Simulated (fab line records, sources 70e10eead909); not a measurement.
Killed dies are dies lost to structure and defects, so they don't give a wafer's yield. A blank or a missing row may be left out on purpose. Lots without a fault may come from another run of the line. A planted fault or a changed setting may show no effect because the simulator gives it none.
Which tool did it? | flow nand_harc | 6 lots, 18 wafers sampled, at 4 steps of a route of 1302

WHAT THE GAUGES READ, wafer by wafer
NHARC_A_ONON_D1_THK_MEAS_11: measures by ellipsometry.
lot  | measured     | on            | thk_nm (nm)
L509 | day 8 18:25  | film_metro-01 | 1002 1003 1002
L511 | day 9 13:13  | film_metro-02 | 1005 1006 1007
L513 | day 10 09:11 | film_metro-02 | 1008 1009 1009
L523 | day 14 16:21 | film_metro-01 | 999 1708 1708
L526 | day 15 14:38 | film_metro-02 | 997 997 997
L529 | day 16 22:10 | film_metro-01 | 984 986 985

WHICH TOOL RAN EACH LOT (tool, then ch and the chambers of the sampled wafers, then the start)
lot  | NHARC_A_ZERO_WELL_ETCH_13        | NHARC_A_ZERO_WELL_RTA_16         | NHARC_A_ONON_D1_DEP_09
L509 | rie_si-01 ch 0,2,3, day 7 18:10  | rtp_anneal-01 ch 0, day 7 19:04  | pecvd_onon-03 ch 0, day 8 17:58
L511 | rie_si-05 ch 0,1,2, day 8 13:36  | rtp_anneal-01 ch 0, day 8 14:35  | pecvd_onon-03 ch 0, day 9 12:52
L513 | rie_si-05 ch 0,2,3, day 9 08:37  | rtp_anneal-01 ch 0, day 9 09:33  | pecvd_onon-04 ch 0, day 10 08:48
L523 | rie_si-05 ch 1,2,3, day 13 16:39 | rtp_anneal-01 ch 0, day 13 17:35 | pecvd_onon-03 ch 0, day 14 15:51
L526 | rie_si-03 ch 0,1,3, day 14 15:22 | rtp_anneal-02 ch 0, day 14 16:19 | pecvd_onon-01 ch 0, day 15 14:14
L529 | rie_si-01 ch 0,1,3, day 15 20:43 | rtp_anneal-01 ch 0, day 15 21:35 | pecvd_onon-04 ch 0, day 16 21:39
- NHARC_A_ZERO_WELL_ETCH_13: etches the open film in HBr/Cl2, target depth 120 nm, time 40.1 s.
- NHARC_A_ZERO_WELL_RTA_16: time 10 s.
- NHARC_A_ONON_D1_DEP_09: target thk 1000 nm.

THE ANSWER, worked out from the rows above alone
Rule: what is usual is taken from the lots themselves. Put in order of their means at a reading, lots are off if they are a third of the lots or fewer, leave a main group of 4 or more, and stand apart from it by a gap of 3 or more times the standard deviation of the main group's means; of several such gaps the widest counts. A main group whose means are all the same, to the digits that the tables above print for the reading, isn't used. A lot without any number at a reading at which 4 lots or more have one is off too. The other lots that the step has rows for count as sound.
Off: L523, at NHARC_A_ONON_D1_THK_MEAS_11 (thk_nm). The main group: mean 1000 nm, standard deviation 8.4.
A tool fits if, at a process step before that reading, it ran every lot that is off, and no sound lot after the first of them. The gauges at NHARC_A_ONON_D1_THK_MEAS_11 are tried like those tools. Can't be told from this: 2 tools fit, rie_si-05 at NHARC_A_ZERO_WELL_ETCH_13, pecvd_onon-03 at NHARC_A_ONON_D1_DEP_09.

WHAT THE SIMULATOR HAD PUT IN
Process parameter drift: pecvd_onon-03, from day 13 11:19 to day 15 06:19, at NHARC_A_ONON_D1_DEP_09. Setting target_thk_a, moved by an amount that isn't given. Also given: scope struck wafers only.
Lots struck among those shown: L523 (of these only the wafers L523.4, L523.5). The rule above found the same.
